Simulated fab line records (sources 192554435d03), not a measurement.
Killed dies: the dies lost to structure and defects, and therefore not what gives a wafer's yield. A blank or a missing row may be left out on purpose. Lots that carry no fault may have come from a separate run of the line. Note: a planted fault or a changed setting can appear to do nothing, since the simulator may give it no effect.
fab line records	flow n5Finfet
[record] lots = 9	wafers = 27	lastDay = 19
route steps=1938 shown FIN_SAQP@137 FIN_CUT@157 BEOL_M4@1111
lots untouched by any fault: they come from a run of this same line in which no faults occurred
startH: start of the lot's first displayed wafer, in hours after the record's first day	waitH: hours from the lot's prior step to this one	" as in the row above	L1.1+2: a single row standing in for several wafers	- no value, or no start given	* or withheld: withheld	< > ~ a bound
route shown NAME@n: names a module that has steps shown in the file, with the first one's number in the route	usual: mean/standard deviation of fault-free wafers	same: alike in all rows	chamber/n: place in a boat	sites: the reading at each site	_std_site: how widely they spread, as a standard deviation	_edge_site: outer sites' mean less inner sites'	radiusMm: how far each site lies from the wafer's centre	mask NAME#n: copy n	behind: tool/chamber where the wafer was last shaped	hold: cause of the lot's hold/its duration in hours/its outcome	device: names the non-switching transistor (n, p or np)	end of line: the tests these same wafers got at the end of their route	step lacking rows: just its recipe	killed: count of dies lost to structure and defects at first sort (not the wafer's yield)	map: a wafer's dies, x killed, . not, _ none there
set.NAME: the setting as run; set.NAME@STEP: as run at that earlier step	model.NAME: the simulator's own value behind a step, which no gauge read
steps of the route over a sample of lots; a table a step, a row a wafer
services: a tool's chamber out of use, with start hour (startH, from the record's first day; less than 0 if before it), hours out, and reason
[[steps]]
[step N5_FIN_SAQP_RECESS_71]
[recipe] chemistry = HF/NH3	target = SiO2	targetDepthA = 30	afsCycles = 1	tempC = 30	sublimationTempC = 180	sublimationTimeS = 60
[usual] drypumpMotorCurrentA = 5.8/0.41
lot.wafer	tool	chamber	startH	waitH	drypumpMotorCurrentA
L210.2	vaporEtch-02	1	25.04	0.0	6.2
L210.5	"	1	"	"	6.2
L210.6	"	0	"	"	5.2
L211.2	vaporEtch-02	0	30.73	0.0	5.2
L211.4	"	1	"	"	6.1
L211.5	"	1	"	"	6.2
L216.1	vaporEtch-02	1	61.65	0.0	6.2
L216.3	"	1	"	"	6.2
L216.6	"	1	"	"	6.2
L221.4	vaporEtch-01	0	93.44	0.1	5.9
L221.5	"	0	"	"	5.9
L221.6	"	1	"	"	6.1
L222.2	vaporEtch-01	1	99.99	0.0	6.1
L222.5	"	0	"	"	5.9
L222.6	"	1	"	"	6.1
L229.3	vaporEtch-02	1	138.99	0.1	6.2
L229.4	"	0	"	"	5.2
L229.6	"	1	"	"	6.3
L231.1	vaporEtch-02	1	151.43	0.0	6.2
L231.4	"	1	"	"	6.2
L231.5	"	1	"	"	6.3
L232.2	vaporEtch-01	1	157.93	0.0	6.1
L232.3	"	1	"	"	6.1
L232.6	"	1	"	"	6.1
L233.3	vaporEtch-01	0	163.06	0.1	5.9
L233.4	"	1	"	"	6.1
L233.5	"	1	"	"	6.1
[step N5_FIN_SAQP_HM_OPEN_33]
[recipe] chemistry = CH3F/O2	target = SiNx	maskMaterial = SiO2	targetDepthA = 494	timeS = 70.6	pressureMtorr = 30	sourceW = 395	biasW = 73	Ar_flow_sccm = 150	CH3F_flow_sccm = 30	O2_flow_sccm = 20	ionEnergyEv = 120	ends = cleared
[usual] drypumpMotorCurrentA = 5.8/0.44	etchRfOnTimeS = 70.2/1.9	oesProductAu = 0.64/0.046	rfVppV = 299/5.2	showerheadPlenumPTorr = 2.00/0.075	throttleValvePct = 16.38/0.25
lot.wafer	tool	chamber	startH	waitH	drypumpMotorCurrentA	etchRfOnTimeS	oesProductAu	rfHoursCounterH	rfVppV	showerheadPlenumPTorr	throttleValvePct
L210.2	rieDiel-05	0	26.10	0.2	5.6	71.1	0.62	155	307	2.00	16.65
L210.5	"	2	"	"	5.5	70.3	0.66	-	300	2.08	16.06
L210.6	"	1	"	"	6.5	74.2	0.60	-	298	1.91	16.52
L211.2	rieDiel-05	1	31.45	0.0	6.5	71.5	0.60	183	298	1.91	16.55
L211.4	"	3	"	"	6.1	69.1	0.67	120	300	2.01	16.35
L211.5	"	2	"	"	5.5	69.8	0.65	-	299	2.07	16.06
L216.1	rieDiel-02	2	62.37	0.0	6.4	65.7	0.78	26	306	2.13	16.16
L216.3	"	3	"	"	4.9	66.8	0.64	174	306	1.98	16.27
L216.6	"	3	"	"	4.9	67.9	0.64	-	305	1.98	16.26
L221.4	rieDiel-02	1	94.85	0.2	5.8	73.5	0.62	172	295	2.07	16.46
L221.5	"	0	"	"	5.8	71.1	0.61	-	298	1.90	16.30
L221.6	"	3	"	"	4.9	69.0	0.63	-	306	1.97	16.28
L222.2	rieDiel-04	3	100.95	0.2	5.7	69.4	0.61	184	299	2.07	16.70
L222.5	"	1	"	"	5.3	72.2	0.63	-	299	2.09	16.75
L222.6	"	2	"	"	6.0	68.6	0.66	-	292	1.92	16.23
L229.3	rieDiel-02	2	139.74	0.0	6.4	67.9	0.73	54	306	2.12	16.24
L229.4	"	0	"	"	5.8	71.3	0.60	229	298	1.90	16.34
L229.6	"	3	"	"	4.9	68.4	0.62	-	305	1.97	16.33
L231.1	rieDiel-04	2	152.26	0.1	6.0	70.2	0.64	179	292	1.91	16.26
L231.4	"	0	"	"	5.6	71.6	0.69	73	288	1.94	15.95
L231.5	"	0	"	"	5.6	71.7	0.69	-	287	1.94	15.96
L232.2	rieDiel-05	0	159.25	0.2	5.5	72.0	0.60	199	306	1.98	16.73
L232.3	"	3	"	"	6.1	70.7	0.65	154	298	2.00	16.42
L232.6	"	1	"	"	6.5	74.9	0.57	-	296	1.90	16.61
L233.3	rieDiel-02	1	163.74	0.0	5.8	72.2	0.60	195	295	2.06	16.52
L233.4	"	2	"	"	6.4	68.6	0.72	61	306	2.12	16.24
L233.5	"	3	"	"	4.9	69.1	0.61	-	305	1.97	16.34
[step N5_FIN_CUT_COAT_02]
[recipe] resist = CAR-EUV	spinRpm = 1500	resistThkNm = 30
[usual] chillPlateTempC = 23.02/0.11	resistLineTempC = 22.98/0.11	spinSpeedRpm = 1500.0/1
lot.wafer	tool	chamber	startH	waitH	chillPlateTempC	resistLineTempC	spinSpeedRpm
L210.2	lithoTrack-03	0	26.68	-	23.05	23.02	1499.5
L210.5	"	0	"	"	23.13	23.02	1501.3
L210.6	"	0	"	"	23.06	23.11	1498.1
L211.2	lithoTrack-04	0	32.04	-	23.13	22.92	1500.6
L211.4	"	0	"	"	22.97	23.07	1499.0
L211.5	"	0	"	"	23.10	22.96	1500.4
L216.1	lithoTrack-02	0	62.94	-	22.98	23.00	1499.4
L216.3	"	0	"	"	22.98	22.87	1499.6
L216.6	"	0	"	"	23.00	22.87	1499.1
L221.4	lithoTrack-02	0	95.43	-	22.91	23.08	1500.0
L221.5	"	0	"	"	22.91	23.30	1500.9
L221.6	"	0	"	"	22.74	23.11	1499.9
L222.2	lithoTrack-03	0	101.53	-	22.92	22.96	1501.7
L222.5	"	0	"	"	22.77	23.10	1500.3
L222.6	"	0	"	"	22.69	22.99	1501.4
L229.3	lithoTrack-03	0	140.32	-	23.03	22.95	1613.3
L229.4	"	0	"	"	23.17	22.95	1615.0
L229.6	"	0	"	"	22.97	22.92	1614.6
L231.1	lithoTrack-02	0	152.84	-	22.85	22.92	1501.7
L231.4	"	0	"	"	23.09	22.90	1500.9
L231.5	"	0	"	"	22.91	23.10	1499.5
L232.2	lithoTrack-03	0	159.82	-	22.94	23.04	1614.9
L232.3	"	0	"	"	23.18	22.87	1614.6
L232.6	"	0	"	"	22.97	22.75	1614.8
L233.3	lithoTrack-02	0	164.32	-	23.23	22.97	1499.6
L233.4	"	0	"	"	23.09	23.02	1499.8
L233.5	"	0	"	"	23.00	22.96	1497.6
[step N5_FIN_CUT_DESCUM_13]
[recipe] chemistry = O2	timeS = 7	sourcePowerW = 50	biasPowerW = 20	pressureMtorr = 20	rfFrequencyHz = 2.712e+07	tempC = 40	resist = CAR-EUV	o2FlowSccm = 225
[usual] biasPowerW = 20.01/0.062	drypumpMotorCurrentA = 5.8/0.47	oesProductAu = 0.79/0.08	rfVppV = 243.4/1.3	showerheadPlenumPTorr = 2.12/0.065	throttleValvePct = 20.43/0.28
lot.wafer	tool	chamber	startH	waitH	biasPowerW	drypumpMotorCurrentA	oesProductAu	rfHoursCounterH	rfVppV	showerheadPlenumPTorr	throttleValvePct
L210.2	rieDiel-01	2	27.60	0.6	20.03	5.9	0.85	48	245.5	2.23	20.45
L210.5	"	2	"	"	20.01	5.9	0.84	-	244.9	2.23	20.44
L210.6	"	1	"	"	20.03	5.8	0.75	-	243.0	2.02	20.58
L211.2	rieDiel-06	3	32.55	0.0	19.99	6.0	0.80	99	242.4	2.13	20.38
L211.4	"	0	"	"	20.02	6.6	0.68	-	243.3	2.14	20.11
L211.5	"	3	"	"	20.02	6.0	0.79	-	242.8	2.13	20.38
L216.1	rieDiel-01	1	63.33	0.0	19.97	5.8	0.74	157	241.6	2.01	20.58
L216.3	"	0	"	"	20.02	6.0	0.73	139	244.8	2.12	20.72
L216.6	"	0	"	"	20.05	6.0	0.74	-	243.1	2.12	20.73
L221.4	rieDiel-01	2	95.94	0.0	20.04	5.9	0.81	72	245.0	2.22	20.49
L221.5	"	1	"	"	19.93	5.8	0.73	-	241.3	2.01	20.60
L221.6	"	2	"	"	19.96	5.9	0.82	-	245.8	2.22	20.48
L222.2	rieDiel-01	3	102.13	0.1	19.95	6.2	0.92	15	243.4	2.06	20.08
L222.5	"	1	"	"	19.93	5.8	0.72	-	242.5	2.01	20.59
L222.6	"	3	"	"	19.98	6.2	0.92	-	242.8	2.06	20.08
L229.3	rieDiel-03	1	140.83	0.0	19.97	5.0	0.84	85	242.4	2.03	20.69
L229.4	"	3	"	"	20.02	4.7	0.78	120	243.1	2.03	20.51
L229.6	"	1	"	"	19.84	5.0	0.85	-	242.6	2.03	20.70
L231.1	rieDiel-03	1	153.23	0.0	20.12	5.0	0.84	88	241.4	2.03	20.69
L231.4	"	3	"	"	20.06	4.7	0.78	123	242.1	2.02	20.51
L231.5	"	0	"	"	20.04	5.4	0.98	-	243.1	2.14	20.25
L232.2	rieDiel-06	1	160.46	0.3	19.91	5.2	0.96	3	243.3	2.15	20.47
L232.3	"	0	"	"	19.95	6.6	0.92	25	243.8	2.13	19.79
L232.6	"	3	"	"	19.97	6.0	0.75	-	243.0	2.11	20.46
L233.3	rieDiel-01	0	165.15	0.4	20.09	6.0	0.71	168	242.7	2.11	20.78
L233.4	"	2	"	"	20.04	5.9	0.79	95	244.7	2.21	20.52
L233.5	"	2	"	"	20.01	5.9	0.79	-	245.7	2.21	20.55
[step N5_BEOL_M4_RC_MEAS_101]
[usual] DIBL_N = 36.6/1.9	DIBL_P = 36.7/2.2	IOFF_N = 0.16/0.035	IOFF_P = 0.22/0.038	ION_N = 672/14	ION_P = 462/8.3	SS_N = 71.6/0.65	SS_P = 73.5/0.72	VT_N = 250/3.5	VT_P = -250/3.1
lot.wafer	tool	chamber	startH	waitH	DIBL_N[mV/V]	DIBL_P[mV/V]	IOFF_N[nA/um]	IOFF_P[nA/um]	ION_N[uA/um]	ION_P[uA/um]	SS_N[mV/dec]	SS_P[mV/dec]	VT_N[mV]	VT_P[mV]
L211.2	prober-02	0	202.64	0.2	37.8	36.2	0.15	0.21	666	459	71.6	72.7	250	-249
L211.4	"	0	"	"	42.0	40.1	0.27	0.27	682	458	73.9	74.7	245	-249
L211.5	"	0	"	"	34.8	33.9	0.13	0.18	680	468	71.1	72.6	252	-251
L210.2	prober-01	0	203.17	0.2	39.2	40.5	0.22	0.34	686	483	71.1	74.5	243	-239
L210.5	"	0	"	"	37.5	39.0	0.17	0.29	677	471	71.0	73.9	247	-244
L210.6	"	0	"	"	33.2	32.6	0.10	0.18	646	455	69.9	72.5	255	-252
L216.1	prober-02	0	226.45	0.0	35.9	36.8	0.17	0.24	691	476	71.0	73.7	249	-249
L216.3	"	0	"	"	37.2	37.1	0.17	0.22	664	455	72.0	74.0	251	-249
L216.6	"	0	"	"	36.9	37.2	0.16	0.23	670	462	72.5	74.4	252	-249
L221.4	prober-01	0	254.94	0.5	32.7	34.8	0.12	0.18	655	459	70.9	72.7	252	-252
L221.5	"	0	"	"	36.4	38.2	0.18	0.23	670	466	72.2	73.1	249	-249
L221.6	"	0	"	"	33.4	34.6	0.12	0.18	665	460	71.6	72.6	253	-252
L222.2	prober-01	0	257.68	0.2	39.4	38.3	0.19	0.29	660	458	72.1	74.2	249	-245
L222.5	"	0	"	"	37.4	34.6	0.15	0.22	660	462	71.8	73.2	252	-248
L222.6	"	0	"	"	37.5	36.3	0.16	0.26	674	468	72.5	73.5	251	-248
L229.3	prober-02	0	297.27	0.3	40.8	42.0	0.26	0.32	692	467	72.9	74.4	245	-245
L229.4	"	0	"	"	35.1	35.6	0.14	0.21	663	457	71.1	73.1	251	-249
L229.6	"	0	"	"	36.6	36.8	0.16	0.21	676	462	71.7	73.4	250	-251
L232.2	prober-02	0	319.81	0.2	38.0	37.2	0.19	0.26	699	472	71.8	73.5	249	-244
L232.3	"	0	"	"	39.0	39.1	0.23	0.31	682	467	71.8	74.1	245	-244
L232.6	"	0	"	"	37.8	36.6	0.18	0.25	674	463	72.4	73.6	248	-245
L231.1	prober-02	0	326.31	0.0	38.1	37.1	0.19	0.25	669	458	71.4	73.8	249	-248
L231.4	"	0	"	"	35.2	34.2	0.14	0.19	680	466	71.2	72.6	251	-250
L231.5	"	0	"	"	35.7	34.4	0.14	0.21	678	474	71.6	73.6	249	-248
L233.3	prober-01	0	328.16	0.3	37.0	38.4	0.17	0.22	674	467	71.4	73.3	251	-250
L233.4	"	0	"	"	36.8	38.0	0.17	0.24	676	459	72.2	74.1	248	-248
L233.5	"	0	"	"	38.7	39.6	0.20	0.26	694	470	72.2	73.6	249	-248
[[services]]
tool	chamber	startH	hours	kind
vaporEtch-01	-	1.69	0.7	repair
rieDiel-06	1	14.28	8.9	repair
rieDiel-06	3	14.45	3.5	repair
rieDiel-05	2	15.87	9.6	repair
rieDiel-01	3	17.57	4.4	repair
rieDiel-03	2	21.29	4.4	repair
rieDiel-02	-	25.16	2.9	repair
rieDiel-06	2	27.40	9.0	repair
rieDiel-02	-	30.50	0.2	repair
rieDiel-02	1	38.04	19.6	repair
rieDiel-05	3	48.03	14.3	repair
rieDiel-02	1	58.16	9.7	repair
rieDiel-03	3	59.26	6.7	repair
rieDiel-05	-	70.86	2.8	pm
vaporEtch-01	-	95.60	0.2	repair
rieDiel-01	0	99.20	8.2	repair
vaporEtch-01	-	101.70	1.5	repair
rieDiel-01	1	103.86	16.6	repair
vaporEtch-02	-	110.28	2.8	pm
vaporEtch-02	1	116.87	2.6	repair
rieDiel-05	-	117.75	0.6	repair
rieDiel-05	-	126.84	0.3	repair
rieDiel-03	-	143.10	1.2	repair
rieDiel-01	-	164.46	0.3	repair
[[key]]
[firstSign] step = N5_FIN_CUT_COAT_02	reading = spinSpeedRpm	direction = up	sigmas = 99+	usual = *	struck = *
effect none on later readings
metAt N5_FIN_CUT_COAT_02
struckLots L229,L232
notActingAt N5_FIN_SAQP_RECESS_71,N5_FIN_SAQP_HM_OPEN_33,N5_FIN_CUT_DESCUM_13
onsetBetween 101.53 140.32
[fault] kind = processParameterDrift	tool = lithoTrack-03	chamber = -	onsetH = 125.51	steps = N5_FIN_CUT_COAT_02	channel = spinRpm	offset = *	shape = step	endH = 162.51	actsIn = *	stated = *
